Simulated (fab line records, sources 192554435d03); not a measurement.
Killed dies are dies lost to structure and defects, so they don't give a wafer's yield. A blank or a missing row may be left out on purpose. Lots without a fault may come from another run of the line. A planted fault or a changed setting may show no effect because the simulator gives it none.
Chamber matching | flow n5_finfet | N5_BEOL_M14_VIA_ETCH_16 on rie_diel-02: 4 sister chambers
The step etches SiO2 in C4F8/O2/Ar, target depth 1231.3 nm. 18 wafers are shown with their chamber, then 9 later ones without.

WAFERS WITH THEIR CHAMBER
wafer  | chamber | drypump_motor_current_A (A) | rf_vpp_V (V) | showerhead_plenum_p_Torr (Torr)
L076.1 | 3       | 4.9                         | 2199         | 3.47
L076.3 | 0       | 6.4                         | 2208         | 3.37
L076.4 | 2       | 5.6                         | 2234         | 3.38
L077.2 | 2       | 5.6                         | 2233         | 3.37
L077.3 | 3       | 4.9                         | 2199         | 3.47
L077.6 | 0       | 6.4                         | 2207         | 3.37
L080.1 | 0       | 6.5                         | 2206         | 3.37
L080.2 | 3       | 4.9                         | 2199         | 3.47
L080.6 | 2       | 5.6                         | 2233         | 3.37
L082.1 | 3       | 4.9                         | 2199         | 3.46
L082.3 | 2       | 5.6                         | 2232         | 3.37
L082.4 | 1       | 5.7                         | 2261         | 3.50
L085.1 | 3       | 4.9                         | 2198         | 3.46
L085.3 | 1       | 5.7                         | 2260         | 3.50
L085.6 | 3       | 4.9                         | 2198         | 3.46
L087.1 | 1       | 5.7                         | 2260         | 3.49
L087.3 | 0       | 6.5                         | 2205         | 3.36
L087.6 | 2       | 5.6                         | 2233         | 3.36

SIGNATURES (means of the wafers above)
reading                  | chamber 0 | chamber 1 | chamber 2 | chamber 3 | scatter within a chamber
drypump_motor_current_A  | 6.450     | 5.700     | 5.600     | 4.900     | 0.0267
rf_vpp_V                 | 2206.50   | 2260.33   | 2233.00   | 2198.67   | 0.802
showerhead_plenum_p_Torr | 3.3675    | 3.4967    | 3.3700    | 3.4650    | 0.00593
Rule: a wafer's distance from a chamber is the root of the sum, over the readings, of the square of ((its reading less the chamber's mean) divided by the reading's scatter). The wafer belongs to the nearest chamber; if the next one is less than 2 further off, it can't be placed. The scatter: the root of (the sum of the squares of (reading less its chamber's mean) over the shown wafers, divided by (wafers less chambers)).

WAFERS WITHOUT THEIR CHAMBER
wafer  | drypump_motor_current_A (A) | rf_vpp_V (V) | showerhead_plenum_p_Torr (Torr)
L092.2 | 4.9                         | 2198         | 3.45
L092.3 | 5.7                         | 2261         | 3.49
L092.4 | 6.5                         | 2206         | 3.36
L096.2 | 4.9                         | 2199         | 3.45
L096.3 | 5.7                         | 2260         | 3.49
L096.6 | 5.7                         | 2259         | 3.49
L097.1 | 6.4                         | 2205         | 3.35
L097.3 | 4.9                         | 2198         | 3.45
L097.4 | 5.6                         | 2230         | 3.36

WHICH CHAMBER EACH WENT THROUGH
wafer  | from the rows above | in truth
L092.2 | 3                   | 3
L092.3 | 1                   | 1
L092.4 | 0                   | 0
L096.2 | 3                   | 3
L096.3 | 1                   | 1
L096.6 | 1                   | 1
L097.1 | 0                   | 0
L097.3 | 3                   | 3
L097.4 | 2                   | 2
Placed correctly: 9 of 9. Can't be placed from these rows: 0. Placed wrongly: 0.
